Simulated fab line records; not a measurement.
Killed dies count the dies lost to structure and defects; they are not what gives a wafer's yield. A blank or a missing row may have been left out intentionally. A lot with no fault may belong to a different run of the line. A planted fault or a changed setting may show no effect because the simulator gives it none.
Code-filled problem report in 8D (eight disciplines) form :: flow n5-finfet :: the parts of the form that need people (team, actions taken, sign-off) are left out

## 1. WHAT WENT WRONG
M13_ILD_THK at N5_BEOL_M13_THK_MEAS_01 reads a mean of 330 nm on 2 wafers of 1 lot; wafers without a fault read 838 nm with a standard deviation of 10. Measured from the usual mean, that is -51 standard deviations.
First seen on wafer L596.4, day 14 04:20, on film-metro-02. Wafers with a number at this step in the record: 24, from 8 lots. Rule for "out" (also "out of limits"): further than 4 standard deviations from the usual mean. Any other wafer with a number is counted as sound.

## 2. WHAT THIS IS AND IS NOT
question: which readings at this step
is: M13_ILD_THK
is not: -

question: which lots
is: L596
is not: L594, L597, L608, L610, L613, L616, L617

question: which wafers of those lots
is: L596.4, L596.6
is not: L596.1

question: read on which gauges
is: film-metro-02
is not: film-metro-01

question: when
is: from day 14 04:20
is not: up to then (4 sound wafers); but 18 sound wafers of L597, L608, L610, L613, L616, L617 came after

## 3. WHAT RULES OUT EACH SUSPECT
Counting: a tool at a process step up to the reading stays a suspect if it ran every lot that is out. Sound lots after the first of them don't rule it out here, since some wafers of a struck lot are sound.
- the gauge at N5_BEOL_M13_THK_MEAS_01: ruled out. All the wafers that are out were read on film-metro-02, but those of them that N5_BEOL_M13_ILD_DEP_00 has rows for are out there too, on other tools.
- rie-diel-04 at N5_BEOL_M12_ETCH_68 (etches SOC in N2/H2, time 285 s): kept. L596, the lot that is out, went through it at day 14 00:06; up to then, the latest sound lot through it was L594 at day 13 16:27.
- pvd-sputter-01 at N5_BEOL_M12_SPUTTER_43 (material TaN, target thk 15 nm, time 24.19 s): kept. L596, the lot that is out, went through it at day 14 02:55; up to then, the latest sound lot through it was L594 at day 13 17:42.
- pecvd-02 at N5_BEOL_M13_ILD_DEP_00 (deposits SiOC from DEMS/O2, target thk 837.92 nm, time 166.4 s): kept. L596, the lot that is out, went through it at day 14 04:11; up to then, the latest sound lot through it was L594 at day 13 18:55. Its own run-length-s readings are out on those wafers.
- Within rie-diel-04 at N5_BEOL_M12_ETCH_68: the wafers that are out ran in chambers 0, 2; their sound lot-mates ran in chamber 1.
The count leaves rie-diel-04 at N5_BEOL_M12_ETCH_68, pvd-sputter-01 at N5_BEOL_M12_SPUTTER_43, and pecvd-02 at N5_BEOL_M13_ILD_DEP_00.

## 4. THE CAUSE (what the simulator had put in)
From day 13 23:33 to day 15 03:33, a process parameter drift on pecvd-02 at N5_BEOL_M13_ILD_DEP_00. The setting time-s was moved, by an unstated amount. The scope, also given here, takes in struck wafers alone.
This tool is one of the 3 suspects left after counting.

## 5. THE EFFECT CHAIN, in route order
Each row: a reading whose mean over the struck wafers that have a number lies more than 3 standard deviations from the usual. Only readings for which the record gives a usual standard deviation are gone through. hours: the time from each lot's start at the first step in this table that gives one to its start at this step, as a median over the lots. sigmas: the change in usual standard deviations.
hours: 0
step: N5_BEOL_M13_ILD_DEP_00
reading: run-length-s
usual: 211.2 s
on struck wafers: 106.6
change: -104.6
sigmas: -99 or more

hours: 0
step: N5_BEOL_M13_THK_MEAS_01
reading: M13_ILD_THK
usual: 838 nm
on struck wafers: 330
change: -508
sigmas: -51

hours: 1
step: N5_BEOL_M13_STRIP_63
reading: oes-product-au
usual: 0.673 a.u.
on struck wafers: 0.833
change: +0.159
sigmas: +36

hours: 1
step: N5_BEOL_M13_STRIP_63
reading: strip-time-to-endpoint-s
usual: 27.6 s
on struck wafers: 68.0
change: +40.4
sigmas: +34

hours: 34
step: N5_PASSIVATION_PROBE_49
reading: defect-limited-yield
usual: 91.4 %
on struck wafers: 0.0
change: -91.4
sigmas: -65

hours: 34
step: N5_PASSIVATION_PROBE_49
reading: killed_at_M4_up
usual: 14
on struck wafers: 1105
change: +1091
sigmas: +99 or more

hours: 34
step: N5_PASSIVATION_PROBE_49
reading: killed-dies
usual: 102
on struck wafers: 1180
change: +1078
sigmas: +63

hours: 34
step: N5_PASSIVATION_PROBE_49
reading: killed-on-rim
usual: 14
on struck wafers: 152
change: +138
sigmas: +35

hours: 34
step: N5_PASSIVATION_PROBE_49
reading: sort-n-pass
usual: 1076
on struck wafers: 0
change: -1076
sigmas: -57

hours: 34
step: N5_PASSIVATION_PROBE_49
reading: sort-yield-pct
usual: 91.2 %
on struck wafers: 0.0
change: -91.2
sigmas: -57
It contains these process steps:
- N5_BEOL_M13_ILD_DEP_00: deposits SiOC from DEMS/O2, target thk 837.92 nm, time 166.4 s.
- N5_BEOL_M13_STRIP_63: strips in N2/H2.
- N5_PASSIVATION_PROBE_49
Readings that are blank on the struck wafers while sound wafers have them: rf-fwd-power-W at N5_BEOL_M13_ILD_DEP_00.

## 6. WHAT WOULD HAVE CAUGHT IT SOONER
The first out-of-limits reading at a measuring or inspecting step in this record came at day 14 04:20, 5 hours after the fault's start at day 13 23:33.
At N5_BEOL_M13_ILD_DEP_00, the tool's own readings (run-length-s) were out on each struck wafer the step has a row for, so an alarm limit on them would have fired on the first such wafer.
Lots out: 1; all had begun N5_BEOL_M13_ILD_DEP_00 on pecvd-02 by day 14 04:20. Tool hold at that time: it would have spared none of them.
